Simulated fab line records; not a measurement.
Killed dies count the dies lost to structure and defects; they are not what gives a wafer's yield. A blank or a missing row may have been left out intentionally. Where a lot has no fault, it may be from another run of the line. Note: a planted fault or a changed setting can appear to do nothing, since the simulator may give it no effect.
Which tool did it? ; flow nand harc ; 15 lots, 45 wafers sampled, at 1 step of a route of 1302

WHAT EACH GAUGE READ, for each wafer
NHARC_A_BONDPAD_OVL_MEAS_35.
lot;measured;on;overlay x nm (nm);overlay y nm (nm)
L844;day 23 12:30;overlay-01;-4 -4 -4;-9 -8 -8
L845;day 24 01:30;overlay-01;9 9 9;3 3 4
L846;day 24 03:50;overlay-02;0 0 0;-4 -3 -3
L847;day 24 20:10;overlay-02;3 3 2;3 4 3
L849;day 25 17:58;overlay-02;-2 -2 -2;-4 -5 -4
L850;day 27 10:49;overlay-02;-11 -11 -11;2 1 2
L853;day 27 18:03;overlay-02;-4 -3 -4;13 13 13
L855;day 28 12:30;overlay-02;-12 -13 -13;-3 -2 -3
L857;day 29 01:33;overlay-01;8 8 8;-3 -3 -2
L858;day 29 03:38;overlay-01;-4 -4 -4;3 3 3
L861;day 31 00:43;overlay-02;1 2 1;2 2 3
L862;day 32 04:28;overlay-02;2 2 2;-12 -12 -11
L864;day 32 06:55;overlay-02;10 10 9;-1 0 0
L865;day 33 02:42;overlay-02;-3 -2 -3;-5 -5 -5
L866;day 33 04:30;overlay-02;12 12 11;5 4 5

WHICH TOOL RAN EACH LOT (tool, then ch and the chambers of the sampled wafers, then the start)
The record shows no process step preceding these readings.

AS READ BY THE TOOLS THEMSELVES (means over the sampled wafers that have a number; for cases with no such wafer, the mark the record gives instead)
The record holds no such reading with a usual standard deviation.

THE ANSWER, worked out from the rows above alone
Rule: what is usual is taken from the lots themselves. The widest of any qualifying gaps counts: lots, ordered by their means at a reading, are off when they make up no more than a third of the lots, leave a main group of 4 or more, and stand apart from it by 3 or more times the standard deviation of that group's means. The tables above print the reading to a certain number of digits; a main group whose means all agree to those digits is not used. Also off: a lot with no number at a reading for which 4 or more lots have one. Where the step has rows for the other lots, those lots are counted as sound. The gauges are gone through in route order, then the tools' own readings, and for those a lot's mean is taken as printed above. The first step at which some lot is off is used, and at that step the reading that is off furthest; a lot without a number counts as furthest.
No lot is off at any reading shown: from this, nothing can be told.

WHAT THE SIMULATOR PUT IN
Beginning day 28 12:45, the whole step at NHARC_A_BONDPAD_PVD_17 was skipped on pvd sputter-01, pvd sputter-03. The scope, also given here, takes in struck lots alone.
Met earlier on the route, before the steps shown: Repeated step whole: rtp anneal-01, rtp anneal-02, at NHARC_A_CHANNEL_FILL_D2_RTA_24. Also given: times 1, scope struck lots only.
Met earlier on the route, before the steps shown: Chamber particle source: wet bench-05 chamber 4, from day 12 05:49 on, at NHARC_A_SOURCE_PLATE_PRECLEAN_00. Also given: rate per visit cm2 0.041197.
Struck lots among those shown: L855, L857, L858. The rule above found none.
